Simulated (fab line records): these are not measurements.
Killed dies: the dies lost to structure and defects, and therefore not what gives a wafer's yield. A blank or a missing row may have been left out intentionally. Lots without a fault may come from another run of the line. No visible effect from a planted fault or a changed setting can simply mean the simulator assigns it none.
Which tool did it? :: flow nand-harc :: 11 lots with 33 wafers sampled at 5 steps, on a route of 1302 steps

== WHAT EACH GAUGE READ, for each wafer ==
NHARC_END_SORT_01.
lot: L863
measured: day 24 13:38
on: prober-01
killed-dies: 59 80 64

lot: L864
measured: day 24 05:52
on: prober-01
killed-dies: 62 64 63

lot: L865
measured: day 24 23:14
on: prober-02
killed-dies: 92 73 80

lot: L867
measured: day 26 00:17
on: prober-01
killed-dies: 95 96 78

lot: L869
measured: day 28 01:52
on: prober-02
killed-dies: 84 88 75

lot: L878
measured: day 30 19:26
on: prober-01
killed-dies: 677 677 49

lot: L877
measured: day 31 13:26
on: prober-01
killed-dies: 77 677 63

lot: L879
measured: day 30 17:49
on: prober-02
killed-dies: 67 62 59

lot: L883
measured: day 32 03:32
on: prober-01
killed-dies: 62 87 93

lot: L882
measured: day 33 08:45
on: prober-02
killed-dies: 88 77 83

lot: L885
measured: day 33 07:13
on: prober-01
killed-dies: 51 63 50

== TOOL THAT RAN EACH LOT (tool first, then ch and the chambers of the sampled wafers, then the start) ==
lot: L863
NHARC_A_CHANNEL_HOLE_D1_ETCH_38: rie-diel-05 ch 0,3, day 8 11:53
NHARC_A_CHANNEL_HOLE_D1_ETCH_16: rie-diel-05 ch 0,1,3, day 8 12:22
NHARC_A_CHANNEL_HOLE_D1_ETCH_20: har-etch-02 ch 0,1, day 8 13:04
NHARC_A_CHANNEL_HOLE_D1_ETCH_25: har-etch-02 ch 0,1, day 8 15:50

lot: L864
NHARC_A_CHANNEL_HOLE_D1_ETCH_38: rie-diel-08 ch 1,2,3, day 8 17:44
NHARC_A_CHANNEL_HOLE_D1_ETCH_16: rie-diel-08 ch 0,1, day 8 18:28
NHARC_A_CHANNEL_HOLE_D1_ETCH_20: har-etch-02 ch 0,1, day 8 19:14
NHARC_A_CHANNEL_HOLE_D1_ETCH_25: har-etch-02 ch 0,1, day 8 22:01

lot: L865
NHARC_A_CHANNEL_HOLE_D1_ETCH_38: rie-diel-08 ch 1,2,3, day 9 09:53
NHARC_A_CHANNEL_HOLE_D1_ETCH_16: rie-diel-08 ch 0,1,3, day 9 10:19
NHARC_A_CHANNEL_HOLE_D1_ETCH_20: har-etch-02 ch 0,1, day 9 11:08
NHARC_A_CHANNEL_HOLE_D1_ETCH_25: har-etch-02 ch 0,1, day 9 13:59

lot: L867
NHARC_A_CHANNEL_HOLE_D1_ETCH_38: rie-diel-08 ch 1,2,3, day 9 21:13
NHARC_A_CHANNEL_HOLE_D1_ETCH_16: rie-diel-08 ch 1,2, day 9 21:40
NHARC_A_CHANNEL_HOLE_D1_ETCH_20: har-etch-02 ch 0,1, day 9 22:29
NHARC_A_CHANNEL_HOLE_D1_ETCH_25: har-etch-02 ch 0,1, day 10 01:21

lot: L869
NHARC_A_CHANNEL_HOLE_D1_ETCH_38: rie-diel-08 ch 0,3, day 11 02:50
NHARC_A_CHANNEL_HOLE_D1_ETCH_16: rie-diel-08 ch 0,1,3, day 11 03:23
NHARC_A_CHANNEL_HOLE_D1_ETCH_20: har-etch-01 ch 0,1, day 11 04:12
NHARC_A_CHANNEL_HOLE_D1_ETCH_25: har-etch-01 ch 0,1, day 11 07:16

lot: L878
NHARC_A_CHANNEL_HOLE_D1_ETCH_38: rie-diel-08 ch 0,1, day 14 20:01
NHARC_A_CHANNEL_HOLE_D1_ETCH_16: rie-diel-08 ch 0,1, day 14 21:11
NHARC_A_CHANNEL_HOLE_D1_ETCH_20: har-etch-02 ch 0,1, day 14 22:10
NHARC_A_CHANNEL_HOLE_D1_ETCH_25: har-etch-02 ch 0,1, day 15 01:08

lot: L877
NHARC_A_CHANNEL_HOLE_D1_ETCH_38: rie-diel-08 ch 0,1, day 14 20:29
NHARC_A_CHANNEL_HOLE_D1_ETCH_16: rie-diel-08 ch 0,1,2, day 14 21:50
NHARC_A_CHANNEL_HOLE_D1_ETCH_20: har-etch-01 ch 0,1, day 14 22:41
NHARC_A_CHANNEL_HOLE_D1_ETCH_25: har-etch-01 ch 0,1, day 15 01:34

lot: L879
NHARC_A_CHANNEL_HOLE_D1_ETCH_38: rie-diel-05 ch 1,3, day 15 04:23
NHARC_A_CHANNEL_HOLE_D1_ETCH_16: rie-diel-05 ch 0,1,3, day 15 04:56
NHARC_A_CHANNEL_HOLE_D1_ETCH_20: har-etch-01 ch 0,1, day 15 05:38
NHARC_A_CHANNEL_HOLE_D1_ETCH_25: har-etch-01 ch 0,1, day 15 08:31

lot: L883
NHARC_A_CHANNEL_HOLE_D1_ETCH_38: rie-diel-05 ch 2,3, day 16 16:24
NHARC_A_CHANNEL_HOLE_D1_ETCH_16: rie-diel-05 ch 0,1,3, day 16 16:57
NHARC_A_CHANNEL_HOLE_D1_ETCH_20: har-etch-01 ch 0,1, day 16 17:37
NHARC_A_CHANNEL_HOLE_D1_ETCH_25: har-etch-01 ch 0,1, day 16 20:23

lot: L882
NHARC_A_CHANNEL_HOLE_D1_ETCH_38: rie-diel-04 ch 0,1,2, day 16 16:51
NHARC_A_CHANNEL_HOLE_D1_ETCH_16: rie-diel-04 ch 0,1, day 16 17:22
NHARC_A_CHANNEL_HOLE_D1_ETCH_20: har-etch-02 ch 0,1, day 16 18:14
NHARC_A_CHANNEL_HOLE_D1_ETCH_25: har-etch-02 ch 0,1, day 16 21:14

lot: L885
NHARC_A_CHANNEL_HOLE_D1_ETCH_38: rie-diel-05 ch 2,3, day 17 10:20
NHARC_A_CHANNEL_HOLE_D1_ETCH_16: rie-diel-05 ch 0,1, day 17 10:49
NHARC_A_CHANNEL_HOLE_D1_ETCH_20: har-etch-02 ch 0,1, day 17 15:22
NHARC_A_CHANNEL_HOLE_D1_ETCH_25: har-etch-02 ch 0,1, day 17 18:14
- NHARC_A_CHANNEL_HOLE_D1_ETCH_38: etches the open film in CF4, target depth 39 nm, time 65 s.
- NHARC_A_CHANNEL_HOLE_D1_ETCH_16: etches the open film in O2/COS, target depth 3100 nm, time 806 s.
- NHARC_A_CHANNEL_HOLE_D1_ETCH_20: etches the open film in C4F8/O2/Ar, time 361.9 s, target depth 1600 nm.
- NHARC_A_CHANNEL_HOLE_D1_ETCH_25: etches the open film in C4F8/O2/Ar, time 1040.2 s, target depth 1500 nm.

== THE ANSWER, worked out from the rows above alone ==
Rule: what is usual is taken from the lots themselves. The widest of any qualifying gaps counts: lots, ordered by their means at a reading, are off when they make up no more than a third of the lots, leave a main group of 4 or more, and stand apart from it by 3 or more times the standard deviation of that group's means. A main group is skipped when, at the precision printed for the reading in the tables above, its means are all equal. Also off: a lot with no number at a reading for which 4 or more lots have one. All remaining lots with rows at the step are treated as sound.
Off: L878, L877 (NHARC_END_SORT_01, killed-dies). Mean 74 and standard deviation 11 in the main group.
A tool fits if, at a process step before that reading, it ran every lot that is off, and no sound lot after the first of them. Those tools and the gauges at NHARC_END_SORT_01 are tried in the same way. One fits: rie-diel-08 at NHARC_A_CHANNEL_HOLE_D1_ETCH_38 and NHARC_A_CHANNEL_HOLE_D1_ETCH_16. At NHARC_A_CHANNEL_HOLE_D1_ETCH_38 its last sound lot is L869 (day 11 02:50), its first lot that is off L878 (day 14 20:01): a fault that began between those two fits.

== WHAT THE SIMULATOR HAD PUT IN ==
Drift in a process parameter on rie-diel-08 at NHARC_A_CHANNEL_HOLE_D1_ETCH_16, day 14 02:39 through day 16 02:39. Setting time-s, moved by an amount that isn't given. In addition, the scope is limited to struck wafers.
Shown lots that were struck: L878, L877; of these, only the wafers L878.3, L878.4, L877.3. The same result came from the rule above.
